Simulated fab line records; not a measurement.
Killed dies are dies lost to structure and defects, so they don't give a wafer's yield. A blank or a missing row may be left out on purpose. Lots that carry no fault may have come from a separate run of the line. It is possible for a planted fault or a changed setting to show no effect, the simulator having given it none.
Struck lot and sound lot, side by side -- flow n5_finfet -- 37 out of 1938 route steps
Sound: wafers L446.2, L446.3, L446.6. The struck wafers were L447.1, L447.4, L447.5. The cause is named last.
Per side, at each step with rows, come the tool, then ch with its chambers, and then its first start. Under that, the readings that differ: sound wafers -- struck wafers -- difference of the means -- sigmas: that difference in standard deviations of wafers without a fault.
alike: readings with means less than 2 such deviations apart, plus words and numbers identical on both sides. not compared: withheld readings, readings lacking a value on some wafer, bounds such as >300 that could conceal the same value, and numbers that have no deviation in the record and whose values overlap.
The two part at a step that has a row with sigmas, a row that says differs or no value, or rows on one side only. Non-overlapping numbers with no deviation appear without sigmas and do not part them. A reading that every wafer of one side lacks parts them only if that side has two wafers or more.

first, 9 steps without rows for these wafers: N5_SDB_PRECLEAN_38 (cleans in dHF, time 10 s); N5_SDB_PRECLEAN_39 (cleans in O3/DIW, time 45 s); N5_SDB_SRD_28 (time 30 s); N5_SDB_ALD_29 (deposits SiNx, target thk 30 nm, pulse time 1 s, ald cycles 600); N5_SDB_CMP_30 (polishes, stops on poly-Si, t overpolish 1.54 s, target thk 30 nm); N5_DUMMY_REMOVAL_HM_STRIP_01 (strips SiNx in CH3F/O2, stops on poly-Si, target depth 4 nm, time 6.8 s); N5_DUMMY_REMOVAL_STRIP_10 (strips in N2/H2, time 40 s); N5_DUMMY_REMOVAL_PRECLEAN_07 (cleans in dHF, time 30 s); N5_DUMMY_REMOVAL_DUMMY_REMOVE_02 (chemistry TMAH, target poly-Si, stops on SiO2, target depth 142 nm, time 57 s, rinse time 30 s).
N5_DUMMY_REMOVAL_PRECLEAN_08: cleans in NF3:NH3, afs cycles 2, time 20 s, sublimation time 60 s.
  sound on remote_plasma-02 ch 0, day 8 04:31; struck on remote_plasma-01 ch 0, day 8 07:55
reading,sound,struck,difference,sigmas
pressure_torr (Torr),3.005 3.010 3.013,2.988 2.991 2.993,-0.019,-3
  alike: sublimation_temp_c
then, 26 steps without rows for these wafers: N5_DUMMY_REMOVAL_PRECLEAN_04 (cleans in DHF, time 37 s); N5_DUMMY_REMOVAL_SRD_05 (time 30 s); N5_HKMG_FIN_IL_REGROW_00 (material SiO2, chemistry O3, target thk 0.75 nm, time 30 s); N5_HKMG_FIN_HK_ALD_01 (deposits HfO2, target thk 1.6 nm, pulse time 3 s, purge time 3 s); N5_HKMG_FIN_HK_ANNEAL_02 (time 30 s); N5_HKMG_FIN_ALD_74 (deposits La2O3, target thk 0.5 nm, pulse time 6 s, co reactant pulse time 1 s); N5_HKMG_FIN_ALD_75 (deposits Al2O3, target thk 1 nm, co reactant pulse time 1 s); N5_HKMG_FIN_COAT_41 (time 60 s, resist thk 300 nm); N5_HKMG_FIN_COAT_42 (time 60 s, resist thk 35 nm); N5_HKMG_FIN_COAT_43 (resist thk 90 nm); N5_HKMG_FIN_EBR_45; N5_HKMG_FIN_SOFTBAKE_44 (time 60 s); N5_HKMG_FIN_EXPOSE_46 (exposes mask NDIPOLE); N5_HKMG_FIN_PEB_47 (peb time 60 s); N5_HKMG_FIN_DEVELOP_48 (develop time 30 s); N5_HKMG_FIN_DESCUM_53 (chemistry O2, time 7.9 s); N5_HKMG_FIN_ETCH_54 (etches SiARC in CF4, target depth 45.5 nm, time 75.8 s); N5_HKMG_FIN_ETCH_55 (etches SOC in N2/H2, target depth 240 nm, time 300 s); N5_HKMG_FIN_STRIP_56 (strips in N2/H2); N5_HKMG_FIN_STRIP_57 (strips in CF4); N5_HKMG_FIN_ETCH_58 (etches SOC in N2/H2, target depth 215.8 nm, time 741 s); N5_HKMG_FIN_STRIP_93 (strips SOC in N2/H2, time 20 s); N5_HKMG_FIN_WET_ETCH_76 (etches Al2O3 in dNH4OH, stops on La2O3, target depth 2.25 nm, rinse time 30 s); N5_HKMG_FIN_STRIP_60 (strips in N2/H2, time 360 s); N5_HKMG_FIN_WET_ETCH_77 (etches La2O3 in dHCl, stops on HfO2, target depth 2 nm); N5_HKMG_FIN_WET_ETCH_78 (etches Al2O3 in dNH4OH, stops on La2O3, target depth 4.5 nm, rinse time 30 s).
-- record jumps: 8 days separate the struck wafers' starts on either side; left off in module HKMG_FIN, taken up again in module PASSIVATION, whose first shown step is the route's number 1936 --
N5_PASSIVATION_PROBE_49:
  rows exist in the record for the struck wafers here (prober-02, day 16 08:26), but not for the sound ones

## WHERE THEY PART
Earliest at N5_DUMMY_REMOVAL_PRECLEAN_08; latest, in this record, at N5_PASSIVATION_PROBE_49.

WHY: the cause the simulator had injected
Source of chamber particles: remote_plasma-01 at N5_DUMMY_REMOVAL_PRECLEAN_08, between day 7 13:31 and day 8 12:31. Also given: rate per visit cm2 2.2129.
